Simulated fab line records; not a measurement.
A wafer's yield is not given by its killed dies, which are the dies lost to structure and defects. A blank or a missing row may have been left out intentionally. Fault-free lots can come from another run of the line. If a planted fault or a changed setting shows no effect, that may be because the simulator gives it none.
Split-lot study / flow n5_finfet / on a route of 1938 steps: 7 lots, 39 wafers read

## THE SPLIT
At N5_DUMMY_GATE_EXPOSE_12 (exposes mask GATE, target cd 25 nm), the setting dose_mj was moved away from the recipe's 34 on 12 of the 39 wafers read, by -3.9% to +8.0%. All remaining wafers had this setting at the recipe value.

## FROM THE SPLIT TO THE READING: what the file shows between them, 2 steps
- N5_DUMMY_GATE_PEB_13: peb time 60 s
- N5_DUMMY_GATE_DEVELOP_14: develop time 30 s

## THE READING
At N5_DUMMY_GATE_CD_MEAS_15: cd_nm in nanometres, against a target cd of 25.8 nm. On this fab line, fault-free wafers typically give 24.97 nm with a standard deviation of 0.22 nm.

wafer=L075.1; tool, chamber at the split=euv_scanner-01, 0; dose_mj as run=34; against the recipe=recipe; cd_nm, nm=24.85; against lot-mates on the recipe=-
wafer=L075.3; tool, chamber at the split=euv_scanner-01, 0; dose_mj as run=34; against the recipe=recipe; cd_nm, nm=24.77; against lot-mates on the recipe=-
wafer=L075.6; tool, chamber at the split=euv_scanner-01, 0; dose_mj as run=34; against the recipe=recipe; cd_nm, nm=25.04; against lot-mates on the recipe=-
wafer=L079.1; tool, chamber at the split=euv_scanner-02, 0; dose_mj as run=34; against the recipe=recipe; cd_nm, nm=25.20; against lot-mates on the recipe=-
wafer=L079.2; tool, chamber at the split=euv_scanner-02, 0; dose_mj as run=34; against the recipe=recipe; cd_nm, nm=24.80; against lot-mates on the recipe=-
wafer=L079.3; tool, chamber at the split=euv_scanner-02, 0; dose_mj as run=36.71; against the recipe=+8.0%; cd_nm, nm=23.66; against lot-mates on the recipe=-1.48
wafer=L079.4; tool, chamber at the split=euv_scanner-02, 0; dose_mj as run=34; against the recipe=recipe; cd_nm, nm=25.43; against lot-mates on the recipe=-
wafer=L079.5; tool, chamber at the split=euv_scanner-02, 0; dose_mj as run=36.71; against the recipe=+8.0%; cd_nm, nm=23.74; against lot-mates on the recipe=-1.40
wafer=L079.6; tool, chamber at the split=euv_scanner-02, 0; dose_mj as run=36.71; against the recipe=+8.0%; cd_nm, nm=23.58; against lot-mates on the recipe=-1.56
wafer=L088.1; tool, chamber at the split=euv_scanner-02, 0; dose_mj as run=35.32; against the recipe=+3.9%; cd_nm, nm=24.11; against lot-mates on the recipe=-0.62
wafer=L088.2; tool, chamber at the split=euv_scanner-02, 0; dose_mj as run=34; against the recipe=recipe; cd_nm, nm=24.84; against lot-mates on the recipe=-
wafer=L088.3; tool, chamber at the split=euv_scanner-02, 0; dose_mj as run=34; against the recipe=recipe; cd_nm, nm=24.58; against lot-mates on the recipe=-
wafer=L088.4; tool, chamber at the split=euv_scanner-02, 0; dose_mj as run=35.32; against the recipe=+3.9%; cd_nm, nm=24.07; against lot-mates on the recipe=-0.66
wafer=L088.5; tool, chamber at the split=euv_scanner-02, 0; dose_mj as run=34; against the recipe=recipe; cd_nm, nm=24.76; against lot-mates on the recipe=-
wafer=L088.6; tool, chamber at the split=euv_scanner-02, 0; dose_mj as run=35.32; against the recipe=+3.9%; cd_nm, nm=23.89; against lot-mates on the recipe=-0.84
wafer=L090.1; tool, chamber at the split=euv_scanner-02, 0; dose_mj as run=34; against the recipe=recipe; cd_nm, nm=25.26; against lot-mates on the recipe=-
wafer=L090.2; tool, chamber at the split=euv_scanner-02, 0; dose_mj as run=33.11; against the recipe=-2.6%; cd_nm, nm=25.34; against lot-mates on the recipe=+0.17
wafer=L090.3; tool, chamber at the split=euv_scanner-02, 0; dose_mj as run=33.11; against the recipe=-2.6%; cd_nm, nm=25.63; against lot-mates on the recipe=+0.46
wafer=L090.4; tool, chamber at the split=euv_scanner-02, 0; dose_mj as run=33.11; against the recipe=-2.6%; cd_nm, nm=25.62; against lot-mates on the recipe=+0.45
wafer=L090.5; tool, chamber at the split=euv_scanner-02, 0; dose_mj as run=34; against the recipe=recipe; cd_nm, nm=25.26; against lot-mates on the recipe=-
wafer=L090.6; tool, chamber at the split=euv_scanner-02, 0; dose_mj as run=34; against the recipe=recipe; cd_nm, nm=24.99; against lot-mates on the recipe=-
wafer=L091.1; tool, chamber at the split=euv_scanner-01, 0; dose_mj as run=34; against the recipe=recipe; cd_nm, nm=24.90; against lot-mates on the recipe=-
wafer=L091.2; tool, chamber at the split=euv_scanner-01, 0; dose_mj as run=34; against the recipe=recipe; cd_nm, nm=25.25; against lot-mates on the recipe=-
wafer=L091.3; tool, chamber at the split=euv_scanner-01, 0; dose_mj as run=34; against the recipe=recipe; cd_nm, nm=25.09; against lot-mates on the recipe=-
wafer=L091.4; tool, chamber at the split=euv_scanner-01, 0; dose_mj as run=34; against the recipe=recipe; cd_nm, nm=25.05; against lot-mates on the recipe=-
wafer=L091.5; tool, chamber at the split=euv_scanner-01, 0; dose_mj as run=34; against the recipe=recipe; cd_nm, nm=25.20; against lot-mates on the recipe=-
wafer=L091.6; tool, chamber at the split=euv_scanner-01, 0; dose_mj as run=34; against the recipe=recipe; cd_nm, nm=25.16; against lot-mates on the recipe=-
wafer=L096.1; tool, chamber at the split=euv_scanner-01, 0; dose_mj as run=34; against the recipe=recipe; cd_nm, nm=25.04; against lot-mates on the recipe=-
wafer=L096.2; tool, chamber at the split=euv_scanner-01, 0; dose_mj as run=34; against the recipe=recipe; cd_nm, nm=24.88; against lot-mates on the recipe=-
wafer=L096.3; tool, chamber at the split=euv_scanner-01, 0; dose_mj as run=34; against the recipe=recipe; cd_nm, nm=25.10; against lot-mates on the recipe=-
wafer=L096.4; tool, chamber at the split=euv_scanner-01, 0; dose_mj as run=34; against the recipe=recipe; cd_nm, nm=24.55; against lot-mates on the recipe=-
wafer=L096.5; tool, chamber at the split=euv_scanner-01, 0; dose_mj as run=34; against the recipe=recipe; cd_nm, nm=25.21; against lot-mates on the recipe=-
wafer=L096.6; tool, chamber at the split=euv_scanner-01, 0; dose_mj as run=34; against the recipe=recipe; cd_nm, nm=24.56; against lot-mates on the recipe=-
wafer=L097.1; tool, chamber at the split=euv_scanner-02, 0; dose_mj as run=34; against the recipe=recipe; cd_nm, nm=24.82; against lot-mates on the recipe=-
wafer=L097.2; tool, chamber at the split=euv_scanner-02, 0; dose_mj as run=34; against the recipe=recipe; cd_nm, nm=24.88; against lot-mates on the recipe=-
wafer=L097.3; tool, chamber at the split=euv_scanner-02, 0; dose_mj as run=32.69; against the recipe=-3.9%; cd_nm, nm=25.88; against lot-mates on the recipe=+0.98
wafer=L097.4; tool, chamber at the split=euv_scanner-02, 0; dose_mj as run=32.69; against the recipe=-3.9%; cd_nm, nm=25.08; against lot-mates on the recipe=+0.18
wafer=L097.5; tool, chamber at the split=euv_scanner-02, 0; dose_mj as run=32.69; against the recipe=-3.9%; cd_nm, nm=26.09; against lot-mates on the recipe=+1.19
wafer=L097.6; tool, chamber at the split=euv_scanner-02, 0; dose_mj as run=34; against the recipe=recipe; cd_nm, nm=25.01; against lot-mates on the recipe=-

FIT RESULTS
A straight line over all 39 wafers: cd_nm changes by -0.183 nm for each +1% of dose_mj; r = -0.90; the points scatter about the line by 0.25 nm.
The same after taking each lot's own level away (the mean of its wafers on the recipe; 39 wafers): -0.184 nm for each +1%; r = -0.93; scatter 0.2 nm.
The reading moves by 1.5 nm for the largest change in dose_mj, on that fit.
From 24.727 to 25.170 nm: that is the span of the lots' own levels, equal to 2.0 times the standard deviation above.
The two slopes are in agreement: the lot-to-lot level therefore moves the slope only a little.
Check: with one of the wafers moved furthest among these (+8.0%) left out of the fit, the line predicts -1.47 nm for it against its lot-mates. Against them it came out at -1.48 nm.

## ADDITIONAL SPLITS CARRIED BY THESE WAFERS
Note: prior to the reading, these wafers also went through further splits. Each is held against what the fit with the lots' levels taken away leaves over:
other split on the same wafers=N5_FIN_SAQP_FIN_ETCH_36 bias_w; wafers away from the commonest value=18; r with cd_nm (lot level and that fit taken away)=-0.01

## THE WHOLE CHAIN: every reading that the file lists as answering this split, in the file's order
step=N5_DUMMY_GATE_CD_MEAS_15; what it does=target cd 25.8 nm; reading=cd_nm; change (the file's fit)=-0.184 nm for each +1% of the setting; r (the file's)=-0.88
step=N5_DUMMY_GATE_TRIM_49; what it does=chemistry O2, time 29 s, target cd 14 nm; reading=DUMMY_GATE.cd_nm (the simulator's own value, which no gauge read); change (the file's fit)=-0.164 nm for each +1% of the setting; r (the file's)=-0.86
step=N5_DUMMY_GATE_ETCH_44; what it does=etches poly-Si in HBr/O2, stops on SiO2, target depth 127.5 nm; reading=DUMMY_GATE.cd_nm (the simulator's own value, which no gauge read); change (the file's fit)=-0.172 nm for each +1% of the setting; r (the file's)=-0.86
step=N5_DUMMY_GATE_ETCH_42; what it does=etches SiO2 in CHF3/O2, target depth 3.5 nm, time 31 s; reading=DUMMY_GATE.cd_nm (the simulator's own value, which no gauge read); change (the file's fit)=-0.178 nm for each +1% of the setting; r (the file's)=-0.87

## FILE'S OWN FIT
cd_nm changes by -0.184 nm for each +1% of dose_mj, r = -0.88.
